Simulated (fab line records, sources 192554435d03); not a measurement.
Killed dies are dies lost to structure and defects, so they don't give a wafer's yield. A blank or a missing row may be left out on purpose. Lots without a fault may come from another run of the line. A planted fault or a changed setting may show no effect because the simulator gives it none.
Which tool did it? | flow n5_finfet | 9 lots, 27 wafers sampled, at 8 steps of a route of 1938

WHAT THE GAUGES READ, wafer by wafer
N5_BEOL_M3_THK_MEAS_53: measures by xrf.
lot  | measured     | on            | M3_THK (nm)
L225 | day 7 11:46  | film_metro-01 | 35.9 41.6 37.9
L227 | day 7 21:19  | film_metro-01 | 40.2 39.3 40.7
L231 | day 9 06:32  | film_metro-01 | 39.6 38.9 42.0
L235 | day 9 22:19  | film_metro-01 | 304.9 303.3 304.8
L234 | day 9 22:44  | film_metro-01 | 301.5 308.5 302.4
L236 | day 10 07:43 | film_metro-01 | 43.2 41.0 40.6
L238 | day 10 18:10 | film_metro-01 | 40.1 40.1 42.4
L246 | day 12 21:02 | film_metro-01 | 38.6 44.9 39.6
L247 | day 13 00:38 | film_metro-01 | 37.3 36.8 40.1

N5_BEOL_M3_RS_MEAS_58: measures by four-point-probe.
lot  | measured     | on            | M3_RS (ohm/sq)
L225 | day 7 12:11  | film_metro-01 | 0.77 0.64 0.72
L227 | day 7 21:35  | film_metro-01 | 0.67 0.68 0.66
L231 | day 9 06:49  | film_metro-01 | 0.69 0.71 0.64
L235 | day 9 22:35  | film_metro-01 | 0.06 0.06 0.06
L234 | day 9 23:00  | film_metro-01 | 0.06 0.06 0.06
L236 | day 10 07:59 | film_metro-01 | 0.60 0.65 0.65
L238 | day 10 18:27 | film_metro-01 | 0.68 0.68 0.63
L246 | day 12 21:17 | film_metro-01 | 0.71 0.59 0.69
L247 | day 13 00:53 | film_metro-01 | 0.75 0.76 0.68

N5_BEOL_M3_INSPECT_59: inspects for defects (darkfield).
lot  | measured     | on                | raw_defect_count
L225 | day 7 12:12  | defect_inspect-02 | 32 42 76
L227 | day 7 21:37  | defect_inspect-02 | 53 74 95
L231 | day 9 06:50  | defect_inspect-01 | 61 95 128
L235 | day 9 22:37  | defect_inspect-01 | 5013 5204 5144
L234 | day 9 23:02  | defect_inspect-02 | 5162 5192 5132
L236 | day 10 08:00 | defect_inspect-02 | 45 60 51
L238 | day 10 18:29 | defect_inspect-02 | 60 46 87
L246 | day 12 21:19 | defect_inspect-02 | 58 118 109
L247 | day 13 00:55 | defect_inspect-02 | 59 83 42

N5_BEOL_M4_RC_MEAS_101.
lot  | measured     | on        | DIBL_N (mV/V)  | DIBL_P (mV/V)  | IOFF_N (nA/um) | IOFF_P (nA/um) | ION_N (uA/um) | ION_P (uA/um) | SS_N (mV/dec)  | SS_P (mV/dec)  | VT_N (mV)   | VT_P (mV)
L225 | day 7 22:00  | prober-02 | 33.5 36.9 35.6 | 34.2 39.3 37.0 | 0.13 0.18 0.17 | 0.17 0.26 0.23 | 640 683 674   | 445 475 460   | 71.0 71.3 71.7 | 72.6 73.9 73.7 | 253 251 250 | -250 -248 -248
L227 | day 8 07:02  | prober-01 | 38.2 34.5 37.9 | 40.1 34.8 39.2 | 0.21 0.14 0.23 | 0.22 0.16 0.23 | 699 670 703   | 462 454 472   | 72.3 70.7 72.0 | 73.7 73.0 73.6 | 245 252 246 | -251 -253 -250
L231 | day 9 15:49  | prober-02 | 39.7 41.1 41.0 | 40.3 40.2 41.1 | 0.22 0.22 0.23 | 0.27 0.25 0.27 | 696 664 691   | 471 456 469   | 72.1 71.5 72.2 | 74.9 73.9 74.3 | 244 246 244 | -250 -250 -247
L236 | day 10 19:25 | prober-02 | 36.0 38.7 38.1 | 35.3 39.5 38.7 | 0.16 0.22 0.21 | 0.18 0.26 0.25 | 662 697 681   | 443 474 458   | 71.3 72.4 71.9 | 72.8 75.4 74.5 | 249 243 244 | -253 -246 -249
L238 | day 11 14:58 | prober-01 | 37.3 34.7 36.9 | 36.9 34.5 37.7 | 0.17 0.13 0.17 | 0.24 0.22 0.27 | 691 666 687   | 473 471 484   | 71.6 71.1 71.4 | 73.0 72.8 72.6 | 249 249 248 | -243 -247 -244
L246 | day 13 15:09 | prober-02 | 34.2 34.4 36.8 | 34.1 35.3 37.6 | 0.13 0.13 0.17 | 0.16 0.18 0.21 | 643 671 685   | 441 459 456   | 72.1 71.4 72.5 | 72.9 73.7 74.1 | 254 253 248 | -256 -255 -252
L247 | day 13 16:32 | prober-01 | 37.5 37.0 37.4 | 38.1 37.6 38.8 | 0.20 0.18 0.21 | 0.27 0.27 0.29 | 678 678 691   | 460 468 465   | 72.5 71.6 72.0 | 73.3 73.6 72.6 | 244 248 245 | -244 -244 -242

WHICH TOOL RAN EACH LOT (tool, then ch and the chambers of the sampled wafers, then the start)
lot  | N5_BEOL_M3_SPUTTER_81        | N5_BEOL_M3_SPUTTER_86        | N5_BEOL_M3_SPUTTER_96        | N5_BEOL_M3_CMP_52
L225 | pvd_sputter-01, day 7 09:32  | pvd_sputter-01, day 7 09:46  | pvd_sputter-01, day 7 10:58  | cmp-03 ch 0,1,2, day 7 11:31
L227 | pvd_sputter-03, day 7 19:13  | pvd_sputter-03, day 7 19:26  | pvd_sputter-03, day 7 20:32  | cmp-04 ch 0,3, day 7 21:04
L231 | pvd_sputter-03, day 9 04:12  | pvd_sputter-03, day 9 04:25  | pvd_sputter-03, day 9 05:31  | cmp-04 ch 2,3, day 9 06:17
L235 | pvd_sputter-03, day 9 20:13  | pvd_sputter-03, day 9 20:26  | pvd_sputter-03, day 9 21:32  | cmp-01 ch 1,2, day 9 22:01
L234 | pvd_sputter-02, day 9 20:27  | pvd_sputter-02, day 9 20:40  | pvd_sputter-02, day 9 21:46  | cmp-03 ch 0,2,3, day 9 22:29
L236 | pvd_sputter-03, day 10 03:54 | pvd_sputter-03, day 10 04:07 | pvd_sputter-03, day 10 06:52 | cmp-01 ch 0,2,3, day 10 07:30
L238 | pvd_sputter-02, day 10 15:56 | pvd_sputter-02, day 10 16:09 | pvd_sputter-02, day 10 17:15 | cmp-03 ch 0,1,2, day 10 17:55
L246 | pvd_sputter-03, day 12 18:55 | pvd_sputter-03, day 12 19:08 | pvd_sputter-03, day 12 20:14 | cmp-04 ch 1,2,3, day 12 20:49
L247 | pvd_sputter-02, day 12 22:26 | pvd_sputter-02, day 12 22:40 | pvd_sputter-02, day 12 23:46 | cmp-03 ch 2,3, day 13 00:22
- N5_BEOL_M3_SPUTTER_81: material Cu, target thk 4.5 nm, time 8.29 s.
- N5_BEOL_M3_SPUTTER_86: material Cu, target thk 4.5 nm, time 8.29 s.
- N5_BEOL_M3_SPUTTER_96: material Cu, target thk 4.5 nm, time 8.29 s.
- N5_BEOL_M3_CMP_52: polishes, stops on SiOC, t overpolish 6.8 s, target thk 40 nm.

WHAT THE TOOLS THEMSELVES READ (means of the sampled wafers that have a number; where no wafer has one, the mark that the record gives instead)
N5_BEOL_M3_SPUTTER_81.
lot  | tool           | chuck_gas_flow_sccm (sccm) | throttle_valve_pct (%)
L225 | pvd_sputter-01 | 1.26                       | 30.3
L227 | pvd_sputter-03 | 1.22                       | 29.6
L231 | pvd_sputter-03 | 1.23                       | 29.6
L235 | pvd_sputter-03 | 1.23                       | 29.8
L234 | pvd_sputter-02 | 1.26                       | 30.6
L236 | pvd_sputter-03 | 1.21                       | 30.1
L238 | pvd_sputter-02 | 1.31                       | 31.1
L246 | pvd_sputter-03 | 1.28                       | 29.4
L247 | pvd_sputter-02 | 1.28                       | 30.2

N5_BEOL_M3_SPUTTER_86.
lot  | tool           | chuck_gas_flow_sccm (sccm) | throttle_valve_pct (%)
L225 | pvd_sputter-01 | 1.28                       | 30.4
L227 | pvd_sputter-03 | 1.21                       | 29.5
L231 | pvd_sputter-03 | 1.28                       | 29.6
L235 | pvd_sputter-03 | 1.24                       | 30.0
L234 | pvd_sputter-02 | 1.30                       | 30.5
L236 | pvd_sputter-03 | 1.26                       | 30.2
L238 | pvd_sputter-02 | 1.27                       | 31.1
L246 | pvd_sputter-03 | 1.28                       | 29.4
L247 | pvd_sputter-02 | 1.34                       | 30.3

N5_BEOL_M3_SPUTTER_96.
lot  | tool           | chuck_gas_flow_sccm (sccm) | throttle_valve_pct (%)
L225 | pvd_sputter-01 | 1.23                       | 30.5
L227 | pvd_sputter-03 | 1.28                       | 29.6
L231 | pvd_sputter-03 | 1.30                       | 29.5
L235 | pvd_sputter-03 | 1.22                       | 29.9
L234 | pvd_sputter-02 | 1.30                       | 30.7
L236 | pvd_sputter-03 | 1.21                       | 30.1
L238 | pvd_sputter-02 | 1.30                       | 31.2
L246 | pvd_sputter-03 | 1.28                       | 29.4
L247 | pvd_sputter-02 | 1.24                       | 30.1

N5_BEOL_M3_CMP_52.
lot  | tool   | barrier_field_endpoint_s (s) | clearing_platen_down_force_psi (psi) | motor_current_A (A) | overpolish_run_s (s) | platen_rpm (rpm) | time_to_endpoint_s (s)
L225 | cmp-03 | 24.6                         | 1.4999                               | 6.4                 | 6.798                | 50.02            | 62
L227 | cmp-04 | 24.0                         | 1.4991                               | 5.9                 | 6.818                | 50.06            | 62
L231 | cmp-04 | 24.2                         | 1.4998                               | 6.5                 | 6.803                | 49.99            | 59
L235 | cmp-01 | -                            | -                                    | -                   | -                    | -                | -
L234 | cmp-03 | -                            | -                                    | -                   | -                    | -                | -
L236 | cmp-01 | 25.6                         | 1.4992                               | 5.9                 | 6.792                | 49.99            | 67
L238 | cmp-03 | 23.7                         | 1.5016                               | 6.1                 | 6.801                | 50.03            | 61
L246 | cmp-04 | 24.4                         | 1.5000                               | 6.3                 | 6.790                | 50.00            | 64
L247 | cmp-03 | 23.8                         | 1.5015                               | 5.8                 | 6.801                | 50.00            | 59

THE ANSWER, worked out from the rows above alone
Rule: what is usual is taken from the lots themselves. Put in order of their means at a reading, lots are off if they are a third of the lots or fewer, leave a main group of 4 or more, and stand apart from it by a gap of 3 or more times the standard deviation of the main group's means; of several such gaps the widest counts. A main group whose means are all the same, to the digits that the tables above print for the reading, isn't used. A lot without any number at a reading at which 4 lots or more have one is off too. The other lots that the step has rows for count as sound. The gauges are gone through in route order, then the tools' own readings, and for those a lot's mean is taken as printed above. The first step at which some lot is off is used, and at that step the reading that is off furthest; a lot without a number counts as furthest.
Off: L235, L234, at N5_BEOL_M3_THK_MEAS_53 (M3_THK). The main group: mean 40.0 nm, standard deviation 1.2.
A tool fits if, at a process step before that reading, it ran every lot that is off, and no sound lot after the first of them. The gauges at N5_BEOL_M3_THK_MEAS_53 aren't tried: what is off there is off at N5_BEOL_M3_INSPECT_59 too, on other tools, and a gauge's error can't cause that. None of those tried fits.

WHAT THE SIMULATOR HAD PUT IN
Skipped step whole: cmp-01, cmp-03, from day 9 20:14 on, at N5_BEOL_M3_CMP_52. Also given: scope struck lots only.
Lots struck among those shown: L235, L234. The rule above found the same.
